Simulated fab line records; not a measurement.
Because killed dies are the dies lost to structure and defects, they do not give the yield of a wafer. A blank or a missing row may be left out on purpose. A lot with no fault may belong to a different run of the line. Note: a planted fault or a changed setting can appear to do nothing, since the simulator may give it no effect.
Struck lot and sound lot, side by side / flow n5Finfet / 14 steps out of a route of 1938
Sound: wafers L804.1, L804.4, L804.6. Wafers L795.1, L795.5, L795.6 were the ones struck. The cause comes at the end.
Per side, at each step with rows, come the tool, then ch with its chambers, and then its first start. Under that, the readings that differ: sound wafers / struck wafers / difference of the means / sigmas: that difference in standard deviations of wafers without a fault.
alike: readings with means less than 2 such deviations apart, plus words and numbers identical on both sides. not compared: withheld readings, readings lacking a value on some wafer, bounds such as >300 that could conceal the same value, and numbers that have no deviation in the record and whose values overlap.
Wherever a step has rows on one side only, a row that says differs or no value, or a row with sigmas, the two part there. When numbers do not overlap yet have no deviation, they are printed without sigmas and do not part them. A reading that every wafer of one side lacks parts them only if that side has two wafers or more.

N5_WELL_APT_OVL_MEAS_09:
  sound on overlay-02 ch 0, day 5 19:43; struck on overlay-02 ch 0, day 3 13:35
  alike: NWELL_OVL
N5_WELL_APT_INSPECT_10: inspects for defects (macro).
  sound on defectInspect-01, day 5 19:44; struck on defectInspect-02, day 3 13:37
  alike: rawDefectCount
N5_WELL_APT_DESCUM_13: chemistry O2, time 7.9 s.
  sound on rieDiel-02 ch 0,1, day 5 20:02; struck on rieDiel-02 ch 0,1,2, day 3 13:39
  alike: biasPowerW, drypumpMotorCurrentA, oesProductAu, rfVppV, showerheadPlenumPTorr, tempC, throttleValvePct
  not compared: rfHoursCounterH
then, 9 steps without rows for these wafers: N5_WELL_APT_IMPLANT_14; N5_WELL_APT_IMPLANT_15; N5_WELL_APT_STRIP_16 (strips in SPM, time 900 s); N5_WELL_APT_HMDS_18 (time 60 s); N5_WELL_APT_COAT_19 (resist thk 950 nm); N5_WELL_APT_EBR_21; N5_WELL_APT_SOFTBAKE_20 (time 60 s); N5_WELL_APT_EXPOSE_22 (exposes mask PWELL, defocus 0 nm, target cd 200 nm); N5_WELL_APT_PEB_23 (peb time 90 s).
N5_WELL_APT_DEVELOP_24: develop time 45 s.
  struck on lithoTrack-03, day 3 14:35; sound on lithoTrack-04 ch 0, day 5 20:58
  no value came back on the struck wafers for chillPlateTempC (C), developTimeS (s), resistLineTempC (C); on the sound wafers chillPlateTempC (C) reads 22.81 22.85 23.03
reading=model.coat_of_WELL_APT_COAT_19.thkNm (nm); sound=934.6 934.9 936.5; struck=949.7 950.2 950; difference=+14.6; sigmas=
then, 1 step without rows for these wafers: N5_WELL_APT_HARDBAKE_29 (time 120 s).

WHERE THEY PART
Within this record, at N5_WELL_APT_DEVELOP_24 only.

WHY: the cause the simulator had injected
Entire step skipped (lithoTrack-03, N5_WELL_APT_DEVELOP_24), from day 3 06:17 onward. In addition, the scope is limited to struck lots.
